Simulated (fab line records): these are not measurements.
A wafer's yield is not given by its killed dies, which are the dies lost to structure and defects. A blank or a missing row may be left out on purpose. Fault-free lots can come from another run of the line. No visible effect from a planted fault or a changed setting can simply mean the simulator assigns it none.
Struck lot and sound lot, side by side    flow nand_harc    18 steps out of a route of 1159
Sound: the wafers L101.3, L101.5, L101.6. Wafers L106.2, L106.3, L106.5 were the ones struck. The cause is given at the end.
For every step that has rows: the tool of each side, followed by ch and its chambers, followed by its first start. Under that, the readings that differ: sound wafers    struck wafers    difference of the means    sigmas: that difference in standard deviations of wafers without a fault.
alike: readings with means less than 2 such deviations apart, plus words and numbers identical on both sides. not compared: withheld readings, readings lacking a value on some wafer, bounds such as >300 that could conceal the same value, and numbers that have no deviation in the record and whose values overlap.
A row with sigmas, a row that says differs or no value, or rows on one side alone: a step with any of these is where the two part. Numbers that don't overlap but have no deviation are shown without sigmas and don't part them. Lack of a reading on every wafer of one side parts them only where that side has two or more wafers.

NHARC_P_M2_PRE_CLEAN_32: time 12 s.
  sound on pecvd-03 ch 0,1,2, day 6 08:10; struck on pecvd-03 ch 0,1, day 8 00:29
  alike: heater_power_w
NHARC_P_M2_DEP_33: deposits SiCN, target thk 30 nm.
  sound on pecvd-03 ch 0,1,2, day 6 08:14; struck on pecvd-03 ch 0,1, day 8 00:34
  alike: heater_power_w
NHARC_P_BONDPAD_DEP_00: deposits SiCN, target thk 250 nm.
  sound on pecvd-04 ch 0,1, day 6 08:44; struck on pecvd-04 ch 1,2, day 8 00:59
  alike: heater_power_w
NHARC_P_BONDPAD_CMP_32: polishes SiCN, target thk 200 nm.
  sound on cmp-04 ch 0,1, day 6 09:10; struck on cmp-04 ch 0,1, day 8 01:23
  alike: motor_current_A, slurry_flow_ml_min
NHARC_P_BONDPAD_THK_MEAS_33: measures by ellipsometry.
  struck on film_metro-02, day 8 01:38; sound on film_metro-02, day 6 09:24
  alike: thk_nm
then, 7 steps without rows for these wafers: NHARC_P_BONDPAD_SRD_34; NHARC_P_BONDPAD_DEHYDRATE_01 (time 120 s); NHARC_P_BONDPAD_HMDS_02 (time 30 s); NHARC_P_BONDPAD_COAT_36 (time 65 s); NHARC_P_BONDPAD_COAT_03 (resist thk 600 nm); NHARC_P_BONDPAD_SOFTBAKE_04 (time 70 s); NHARC_P_BONDPAD_EBR_05.
NHARC_P_BONDPAD_EXPOSE_06: exposes mask P BPAD.
  sound on krf_scanner-01 ch 0, day 6 09:49; struck on krf_scanner-01 ch 0, day 8 02:04
reading               sound              struck             difference  sigmas
exposure_dose_mJ_cm2  37.07 37.04 37.02  53.59 53.59 53.63  +16.56      +99 or more
  alike: mask
then, 2 steps without rows for these wafers: NHARC_P_BONDPAD_PEB_07 (peb time 80 s); NHARC_P_BONDPAD_DEVELOP_08 (time 50 s).
NHARC_P_BONDPAD_CD_MEAS_09: the cd target is 500 nm.
  sound on cd_sem-02 ch 0, day 6 09:58; struck on cd_sem-02 ch 0, day 8 02:13
reading     sound              struck             difference  sigmas
cd_nm (nm)  504.3 499.6 496.5  515.4 513.8 507.2  +12.0       +5
NHARC_P_BONDPAD_OVL_MEAS_38:
  struck on overlay-01, day 8 02:18; sound on overlay-02, day 6 10:03
  alike: overlay_x_nm, overlay_y_nm
-- the record jumps here: 13 days lie between the struck wafers' starts before and after (it left off in module P_BONDPAD and takes up again in module END, whose first step shown is number 1159 of the route) --
NHARC_END_SORT_01:
  at this point the record logs the struck wafers (prober-02 ch 0, day 21 05:32) and has no rows for the sound ones

== WHERE THEY PART ==
Last at NHARC_END_SORT_01 as far as this record goes, first at NHARC_P_BONDPAD_EXPOSE_06.

WHY: whatever the simulator had introduced
Process parameter drift: krf_scanner-01, from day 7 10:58 on, at NHARC_P_BONDPAD_EXPOSE_06. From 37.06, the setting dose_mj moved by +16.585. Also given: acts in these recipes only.
